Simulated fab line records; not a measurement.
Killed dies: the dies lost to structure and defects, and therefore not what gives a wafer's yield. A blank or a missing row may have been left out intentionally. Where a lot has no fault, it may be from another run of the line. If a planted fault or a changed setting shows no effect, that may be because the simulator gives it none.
Which tool was responsible? ; flow nand-harc ; 72 wafers from 24 lots sampled at 6 of the route's 1302 steps

WHAT EACH GAUGE READ, for each wafer
No reading from a measuring or inspecting step in the record can be judged against a usual standard deviation.

EACH LOT AND THE TOOL THAT RAN IT (in order: tool; ch and the chambers of the sampled wafers; start)
lot;NHARC_A_CONTACT_ETCH_50;NHARC_A_CONTACT_ETCH_118;NHARC_A_CONTACT_ETCH_122;NHARC_A_CONTACT_DESCUM_74;NHARC_A_CONTACT_ETCH_125;NHARC_A_CONTACT_ETCH_126
L074;rie-diel-08 ch 0,2,3, day 21 10:31 or earlier;har-cap-etch-03 ch 0,1, day 21 10:31;har-cap-etch-03 ch 0,1, day 21 11:12;rie-diel-01 ch 0,3, day 21 21:10;har-cap-etch-02 ch 0,1, day 21 22:59;har-cap-etch-02 ch 0,1, day 21 23:10
L076;rie-diel-08 ch 2,3, day 22 02:00 or earlier;har-cap-etch-03 ch 0,1, day 22 02:00;har-cap-etch-03 ch 0,1, day 22 02:41;rie-diel-08 ch 0,1,3, day 22 09:16;har-cap-etch-01 ch 0,1, day 22 11:00;har-cap-etch-01 ch 0,1, day 22 11:10
L075;rie-diel-05 ch 0,1, day 22 02:25 or earlier;har-cap-etch-02 ch 0,1, day 22 02:25;har-cap-etch-02 ch 0,1, day 22 03:05;rie-diel-05 ch 2,3, day 22 09:34;har-cap-etch-02 ch 0,1, day 22 11:48;har-cap-etch-02 ch 0,1, day 22 11:58
L078;rie-diel-05 ch 0,1,2, day 22 11:07 or earlier;har-cap-etch-03 ch 1, day 22 11:07;har-cap-etch-03 ch 1, day 22 11:49;rie-diel-01 ch 1,3, day 22 18:26;har-cap-etch-03 ch 0,1, day 22 20:13;har-cap-etch-03 ch 0,1, day 22 20:23
L077;rie-diel-08 ch 0,1, day 22 18:19 or earlier;har-cap-etch-03 ch 0,1, day 22 18:19;har-cap-etch-03 ch 0,1, day 22 19:00;rie-diel-05 ch 1,2,3, day 23 03:48;har-cap-etch-01 ch 0,1, day 23 05:47;har-cap-etch-01 ch 0,1, day 23 05:57
L079;rie-diel-05 ch 0,1,3, day 22 18:50 or earlier;har-cap-etch-01 ch 0,1, day 22 18:50;har-cap-etch-01 ch 0,1, day 22 19:45;rie-diel-05 ch 0,1, day 23 04:14;har-cap-etch-03 ch 0,1, day 23 06:25;har-cap-etch-03 ch 0,1, day 23 06:35
L081;rie-diel-01 ch 0,1, day 23 11:43 or earlier;har-cap-etch-01 ch 0,1, day 23 11:43;har-cap-etch-01 ch 0,1, day 23 12:23;rie-diel-01 ch 0,1,2, day 23 19:05;har-cap-etch-02 ch 0,1, day 23 20:49;har-cap-etch-02 ch 0,1, day 23 21:00
L080;rie-diel-08 ch 0,1,2, day 23 15:50 or earlier;har-cap-etch-03 ch 0,1, day 23 15:50;har-cap-etch-03 ch 0,1, day 23 16:39;rie-diel-05 ch 0,2,3, day 24 00:46;har-cap-etch-01 ch 0,1, day 24 02:32;har-cap-etch-01 ch 0,1, day 24 02:43
L083;rie-diel-05 ch 0,1,2, day 24 16:14 or earlier;har-cap-etch-01 ch 0,1, day 24 16:14;har-cap-etch-01 ch 0,1, day 24 16:56;rie-diel-01 ch 1,2,3, day 24 23:49;har-cap-etch-02 ch 0,1, day 25 01:34;har-cap-etch-02 ch 0,1, day 25 01:45
L082;rie-diel-08 ch 1,2, day 24 21:03 or earlier;har-cap-etch-03 ch 0,1, day 24 21:03;har-cap-etch-03 ch 0,1, day 24 21:44;rie-diel-01 ch 1,2, day 25 04:13;har-cap-etch-01 ch 0, day 25 05:59;har-cap-etch-01 ch 0, day 25 06:10
L085;rie-diel-08 ch 1,2, day 25 13:26 or earlier;har-cap-etch-02 ch 0,1, day 25 13:26;har-cap-etch-02 ch 0,1, day 25 14:08;rie-diel-05 ch 1,2, day 25 21:29;har-cap-etch-02 ch 0,1, day 25 23:19;har-cap-etch-02 ch 0,1, day 25 23:30
L084;rie-diel-08 ch 0,2,3, day 25 14:35 or earlier;har-cap-etch-01 ch 0,1, day 25 14:35;har-cap-etch-01 ch 0,1, day 25 15:16;rie-diel-08 ch 1,2,3, day 25 21:51;har-cap-etch-01 ch 0,1, day 25 23:36;har-cap-etch-01 ch 0,1, day 25 23:46
L087;rie-diel-08 ch 1,2, day 26 13:38 or earlier;har-cap-etch-01 ch 0,1, day 26 13:38;har-cap-etch-01 ch 0,1, day 26 14:19;rie-diel-05 ch 0,3, day 27 02:53;har-cap-etch-03 ch 0,1, day 27 04:43;har-cap-etch-03 ch 0,1, day 27 04:58
L086;rie-diel-05 ch 0,3, day 26 15:48 or earlier;har-cap-etch-02 ch 0,1, day 26 15:48;har-cap-etch-02 ch 0,1, day 26 16:29;rie-diel-05 ch 0,1, day 27 04:40;har-cap-etch-01 ch 0,1, day 27 06:28;har-cap-etch-01 ch 0,1, day 27 06:38
L088;rie-diel-05 ch 1,2,3, day 27 12:01 or earlier;har-cap-etch-02 ch 0,1, day 27 12:01;har-cap-etch-02 ch 0,1, day 27 12:41;rie-diel-01 ch 0,1, day 27 21:39;har-cap-etch-02 ch 0,1, day 27 23:30;har-cap-etch-02 ch 0,1, day 27 23:41
L091;rie-diel-05 ch 0,1,3, day 27 17:49 or earlier;har-cap-etch-02 ch 0,1, day 27 17:49;har-cap-etch-02 ch 0,1, day 27 18:30;rie-diel-05 ch 0,1,2, day 28 02:04;har-cap-etch-01 ch 0,1, day 28 04:10;har-cap-etch-01 ch 0,1, day 28 04:20
L090;rie-diel-05 ch 0,1,2, day 27 19:53 or earlier;har-cap-etch-01 ch 0,1, day 27 19:53;har-cap-etch-01 ch 0,1, day 27 20:34;rie-diel-08 ch 0,2, day 28 03:24;har-cap-etch-03 ch 0,1, day 28 05:11;har-cap-etch-03 ch 0,1, day 28 05:26
L089;rie-diel-08 ch 0,2,3, day 27 20:26 or earlier;har-cap-etch-03 ch 0,1, day 27 20:26;har-cap-etch-03 ch 0,1, day 27 21:07;rie-diel-05 ch 0,1, day 28 05:11;har-cap-etch-02 ch 0, day 28 07:16;har-cap-etch-02 ch 0, day 28 07:26
L092;rie-diel-05 ch 0,1,3, day 28 17:31 or earlier;har-cap-etch-02 ch 0,1, day 28 17:31;har-cap-etch-02 ch 0,1, day 28 18:25;rie-diel-05 ch 0,1,2, day 29 01:03;har-cap-etch-01 ch 0,1, day 29 02:47;har-cap-etch-01 ch 0,1, day 29 02:58
L093;rie-diel-05 ch 0,1, day 29 18:27 or earlier;har-cap-etch-02 ch 0,1, day 29 18:27;har-cap-etch-02 ch 0,1, day 29 19:08;rie-diel-05 ch 0,3, day 30 02:14;har-cap-etch-02 ch 0,1, day 30 04:05;har-cap-etch-02 ch 0,1, day 30 04:19
L095;rie-diel-01 ch 0,1,3, day 29 18:42 or earlier;har-cap-etch-01 ch 0,1, day 29 18:42;har-cap-etch-01 ch 0,1, day 29 19:23;rie-diel-01 ch 0,2,3, day 30 03:16;har-cap-etch-01 ch 0,1, day 30 05:00;har-cap-etch-01 ch 0,1, day 30 05:10
L094;rie-diel-05 ch 2,3, day 29 21:39 or earlier;har-cap-etch-03 ch 1, day 29 21:39;har-cap-etch-03 ch 1, day 29 22:20;rie-diel-05 ch 0,1, day 30 08:25;har-cap-etch-03 ch 0,1, day 30 10:09;har-cap-etch-03 ch 0,1, day 30 10:20
L096;rie-diel-05 ch 0,2,3, day 30 13:42 or earlier;har-cap-etch-03 ch 0,1, day 30 13:42;har-cap-etch-03 ch 0,1, day 30 14:23;rie-diel-08 ch 0,1,2, day 30 20:48;har-cap-etch-01 ch 0,1, day 30 22:54;har-cap-etch-01 ch 0,1, day 30 23:05
L097;rie-diel-05 ch 0,2,3, day 31 13:36 or earlier;har-cap-etch-02 ch 0,1, day 31 13:36;har-cap-etch-02 ch 0,1, day 31 14:17;rie-diel-05 ch 0,1,3, day 32 02:51;har-cap-etch-02 ch 0,1, day 32 04:36;har-cap-etch-02 ch 0,1, day 32 04:46
- NHARC_A_CONTACT_ETCH_50: etches the open film in CF4/CHF3, target depth 121 nm, time 60.5 s.
- NHARC_A_CONTACT_ETCH_118: etches the open film in C4F8/O2/Ar, time 190 s, target depth 1850 nm.
- NHARC_A_CONTACT_ETCH_122: etches the open film in C4F8/O2/Ar, time 190 s, target depth 1850 nm.
- NHARC_A_CONTACT_DESCUM_74: chemistry O2, time 3 s.
- NHARC_A_CONTACT_ETCH_125: etches the open film in C4F8/O2/Ar, time 197 s, target depth 1918 nm.
- NHARC_A_CONTACT_ETCH_126: etches the open film in C4F8/O2/Ar, time 197 s, target depth 1918 nm.

WHAT THE TOOLS THEMSELVES READ (means of the sampled wafers that have a number; where no wafer has one, the mark that the record gives instead)
NHARC_A_CONTACT_ETCH_50. Usual: drypump-motor-current-A 5.66 A, standard deviation 0.18; oes-product-au 0.954 a.u., standard deviation 0.023; rf-vpp-V 370.3 V, standard deviation 2.9; showerhead-plenum-p-Torr 1.57 Torr, standard deviation 0.082; throttle-valve-pct 16.802 %, standard deviation 0.0083.
lot;tool;drypump-motor-current-A (A);oes-product-au (a.u.);rf-vpp-V (V);showerhead-plenum-p-Torr (Torr);throttle-valve-pct (%);flag
L074;rie-diel-08;5.85;0.918;367.8;1.49;16.810;
L076;rie-diel-08;5.89;0.927;367.7;1.52;16.794;
L075;rie-diel-05;5.49;0.956;370.1;1.59;16.804;
L078;rie-diel-05;5.55;0.960;369.9;1.55;16.790;
L077;rie-diel-08;5.59;0.930;371.2;1.60;16.800;
L079;rie-diel-05;5.53;0.965;369.6;1.56;16.804;
L081;rie-diel-01;5.89;0.927;369.7;1.53;16.815;
L080;rie-diel-08;5.70;0.929;369.1;1.54;16.805;
L083;rie-diel-05;5.55;0.968;369.4;1.55;16.805;
L082;rie-diel-08;5.73;0.965;369.2;1.54;16.798;
L085;rie-diel-08;5.71;0.951;370.0;1.54;16.797;
L084;rie-diel-08;5.82;0.943;369.6;1.57;16.799;
L087;rie-diel-08;5.72;0.958;370.5;1.54;16.806;
L086;rie-diel-05;5.61;0.963;368.1;1.51;16.804;
L088;rie-diel-05;5.60;0.976;371.2;1.60;16.802;
L091;rie-diel-05;5.50;0.969;370.1;1.55;16.801;
L090;rie-diel-05;5.54;0.966;372.3;1.63;16.804;
L089;rie-diel-08;5.84;0.919;369.2;1.56;16.803;
L092;rie-diel-05;5.53;0.973;370.3;1.55;16.801;
L093;rie-diel-05;5.45;0.964;370.6;1.60;16.805;
L095;rie-diel-01;5.75;0.921;368.3;1.51;16.802;
L094;rie-diel-05;5.66;0.981;370.0;1.55;16.795;
L096;rie-diel-05;5.63;0.974;370.4;1.58;16.804;
L097;rie-diel-05;5.61;0.973;371.2;1.58;16.802;

NHARC_A_CONTACT_DESCUM_74. Usual: drypump-motor-current-A 5.66 A, standard deviation 0.21; oes-product-au 1.000 a.u., standard deviation 0.0083; rf-vpp-V 57.6 V, standard deviation 0.98; showerhead-plenum-p-Torr 1.89 Torr, standard deviation 0.095; throttle-valve-pct 11.311 %, standard deviation 0.0087.
lot;tool;drypump-motor-current-A (A);oes-product-au (a.u.);rf-vpp-V (V);showerhead-plenum-p-Torr (Torr);throttle-valve-pct (%);flag
L074;rie-diel-01;5.60;0.995;57.4;1.84;11.307;
L076;rie-diel-08;5.72;1.007;57.4;1.89;11.316;
L075;rie-diel-05;5.70;0.994;57.2;1.78;11.315;
L078;rie-diel-01;5.78;1.012;57.6;1.84;11.316;
L077;rie-diel-05;5.59;0.998;58.0;1.85;11.305;
L079;rie-diel-05;5.46;0.993;58.0;1.93;11.314;
L081;rie-diel-01;5.90;1.000;57.0;1.84;11.311;
L080;rie-diel-05;5.63;1.000;56.2;1.82;11.317;
L083;rie-diel-01;5.96;0.996;57.0;1.83;11.301;
L082;rie-diel-01;6.08;1.005;58.1;1.84;11.313;
L085;rie-diel-05;5.62;1.003;59.5;2.05;11.311;
L084;rie-diel-08;5.73;1.005;57.2;1.89;11.315;
L087;rie-diel-05;5.54;0.997;56.9;1.87;11.310;
L086;rie-diel-05;5.45;1.007;58.2;1.95;11.320;
L088;rie-diel-01;5.67;1.000;57.2;1.84;11.310;
L091;rie-diel-05;5.53;0.995;58.1;1.98;11.306;
L090;rie-diel-08;5.78;0.991;58.2;1.98;11.309;
L089;rie-diel-05;5.47;0.996;58.3;1.92;11.308;
L092;rie-diel-05;5.55;1.001;57.6;1.98;11.308;
L093;rie-diel-05;5.57;1.002;58.2;1.86;11.312;
L095;rie-diel-01;5.73;0.994;57.4;1.81;11.306;
L094;rie-diel-05;5.47;0.999;57.8;1.92;11.316;
L096;rie-diel-08;5.71;0.997;56.9;1.96;11.304;
L097;rie-diel-05;5.53;0.997;56.9;1.88;11.314;

THE ANSWER, worked out from the rows above alone
Rule: a lot is off if the mean of its wafers that have a number lies more than 3 standard deviations from the usual mean. Also off: a lot with no number at a reading for which 4 or more lots have one. Where the step has rows for the other lots, those lots are counted as sound. After the gauges, taken in route order, come the tools' own readings; for these a lot's mean is taken, as printed above. At the first step where some lot is off, the reading lying furthest off is the one used; lots without a number count as furthest.
Nothing can be told from this: no lot is off at any reading shown.

WHAT WAS PUT IN BY THE SIMULATOR
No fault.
